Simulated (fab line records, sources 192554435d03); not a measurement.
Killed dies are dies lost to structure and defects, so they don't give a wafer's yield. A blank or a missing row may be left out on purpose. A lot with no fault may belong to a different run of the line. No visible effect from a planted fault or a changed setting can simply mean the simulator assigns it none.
Matching of chambers :: flow n5-finfet :: N5_HKMG_FIN_ALD_91 on ald-metal-03 has 4 sister chambers
The step deposits TiN, target thk 1 nm, pulse time 1 s, purge time 3 s. 8 wafers are shown with their chamber, then 9 later ones without.

## WAFERS WITH THEIR CHAMBER
wafer: L082.6
chamber: 3
heater-power-w (W): 832
precursor-pulse-height-rel: 0.972

wafer: L083.1
chamber: 2
heater-power-w (W): 1103
precursor-pulse-height-rel: 1.010

wafer: L083.5
chamber: 1
heater-power-w (W): 823
precursor-pulse-height-rel: 1.053

wafer: L085.1
chamber: 2
heater-power-w (W): 1083
precursor-pulse-height-rel: 1.005

wafer: L085.5
chamber: 0
heater-power-w (W): 968
precursor-pulse-height-rel: 0.986

wafer: L086.1
chamber: 0
heater-power-w (W): 969
precursor-pulse-height-rel: 1.001

wafer: L086.4
chamber: 3
heater-power-w (W): 854
precursor-pulse-height-rel: 0.973

wafer: L086.5
chamber: 1
heater-power-w (W): 859
precursor-pulse-height-rel: 0.962

## WAFERS WHOSE CHAMBER IS MISSING
wafer: L088.1
heater-power-w (W): 1108
precursor-pulse-height-rel: 0.979

wafer: L088.3
heater-power-w (W): 976
precursor-pulse-height-rel: 1.037

wafer: L088.6
heater-power-w (W): 1092
precursor-pulse-height-rel: 1.004

wafer: L090.4
heater-power-w (W): 1118
precursor-pulse-height-rel: 0.986

wafer: L090.5
heater-power-w (W): 1085
precursor-pulse-height-rel: 0.977

wafer: L090.6
heater-power-w (W): 846
precursor-pulse-height-rel: 1.020

wafer: L096.2
heater-power-w (W): 857
precursor-pulse-height-rel: 0.978

wafer: L096.4
heater-power-w (W): 835
precursor-pulse-height-rel: 0.968

wafer: L096.6
heater-power-w (W): 834
precursor-pulse-height-rel: 0.994

## CHAMBER TAKEN BY EACH
wafer: L088.1
from the rows above: 2
in truth: 2

wafer: L088.3
from the rows above: 0
in truth: 0

wafer: L088.6
from the rows above: 2
in truth: 2

wafer: L090.4
from the rows above: 2
in truth: 2

wafer: L090.5
from the rows above: 2
in truth: 2

wafer: L090.6
from the rows above: can't be placed: 1 or 3
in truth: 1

wafer: L096.2
from the rows above: can't be placed: 3 or 1
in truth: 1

wafer: L096.4
from the rows above: can't be placed: 3 or 1
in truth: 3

wafer: L096.6
from the rows above: can't be placed: 1 or 3
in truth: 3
Placed correctly: 5 of 9. Can't be placed from these rows: 4 (the true chamber is among the candidates in 4). Placed wrongly: 0.
How it was worked out, from the rows above alone: a wafer's distance from a chamber is the root of the sum, over the readings, of the square of ((its reading less the chamber's mean) divided by the reading's scatter). The wafer belongs to the nearest chamber; if the next one is less than 2 further off, it can't be placed. A chamber's mean is the mean of its shown wafers. The scatter: the root of (the sum of the squares of (reading less its chamber's mean) over the shown wafers, divided by (wafers less chambers)).
